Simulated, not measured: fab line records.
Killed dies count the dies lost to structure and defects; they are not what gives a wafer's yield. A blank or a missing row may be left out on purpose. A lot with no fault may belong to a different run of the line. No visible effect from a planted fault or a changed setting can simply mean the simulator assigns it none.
Chamber matching / flow nandHarc / rieDiel-06 running NHARC_P_GATE_DESCUM_48: 4 sister chambers
The step chemistry O2, time 3 s. 8 wafers are shown with their chamber, then 7 later ones without.

## WAFERS PAIRED WITH THEIR CHAMBERS
wafer=L075.1; chamber=0; drypumpMotorCurrentA (A)=5.6; showerheadPlenumPTorr (Torr)=1.93
wafer=L079.3; chamber=1; drypumpMotorCurrentA (A)=5.1; showerheadPlenumPTorr (Torr)=1.91
wafer=L079.6; chamber=3; drypumpMotorCurrentA (A)=6.4; showerheadPlenumPTorr (Torr)=1.90
wafer=L078.3; chamber=1; drypumpMotorCurrentA (A)=5.1; showerheadPlenumPTorr (Torr)=1.91
wafer=L078.4; chamber=2; drypumpMotorCurrentA (A)=5.9; showerheadPlenumPTorr (Torr)=1.91
wafer=L078.6; chamber=3; drypumpMotorCurrentA (A)=6.4; showerheadPlenumPTorr (Torr)=1.90
wafer=L084.1; chamber=0; drypumpMotorCurrentA (A)=5.6; showerheadPlenumPTorr (Torr)=1.92
wafer=L084.5; chamber=2; drypumpMotorCurrentA (A)=5.8; showerheadPlenumPTorr (Torr)=1.90

## WAFERS WHOSE CHAMBER IS MISSING
wafer=L084.6; drypumpMotorCurrentA (A)=5.1; showerheadPlenumPTorr (Torr)=1.90
wafer=L086.1; drypumpMotorCurrentA (A)=5.6; showerheadPlenumPTorr (Torr)=1.92
wafer=L086.3; drypumpMotorCurrentA (A)=5.1; showerheadPlenumPTorr (Torr)=1.90
wafer=L086.5; drypumpMotorCurrentA (A)=5.9; showerheadPlenumPTorr (Torr)=1.90
wafer=L085.2; drypumpMotorCurrentA (A)=6.4; showerheadPlenumPTorr (Torr)=1.89
wafer=L085.5; drypumpMotorCurrentA (A)=5.6; showerheadPlenumPTorr (Torr)=1.92
wafer=L085.6; drypumpMotorCurrentA (A)=5.1; showerheadPlenumPTorr (Torr)=1.90

## WHICH CHAMBER EACH WENT THROUGH
wafer=L084.6; from the rows above=1; in truth=1
wafer=L086.1; from the rows above=0; in truth=0
wafer=L086.3; from the rows above=1; in truth=1
wafer=L086.5; from the rows above=2; in truth=2
wafer=L085.2; from the rows above=3; in truth=3
wafer=L085.5; from the rows above=0; in truth=0
wafer=L085.6; from the rows above=1; in truth=1
Correct placement for 7 of the 7. From these rows, 0 cannot be placed. 0 placed wrongly.
How it was worked out, from the rows above alone: a wafer's distance from a chamber is the root of the sum, over the readings, of the square of ((its reading less the chamber's mean) divided by the reading's scatter). If the next closest chamber is less than 2 further off than the closest, the wafer can't be placed; otherwise it belongs to the closest. The mean given for a chamber averages the wafers shown for that chamber. The scatter: the root of (the sum of the squares of (reading less its chamber's mean) over the shown wafers, divided by (wafers less chambers)).
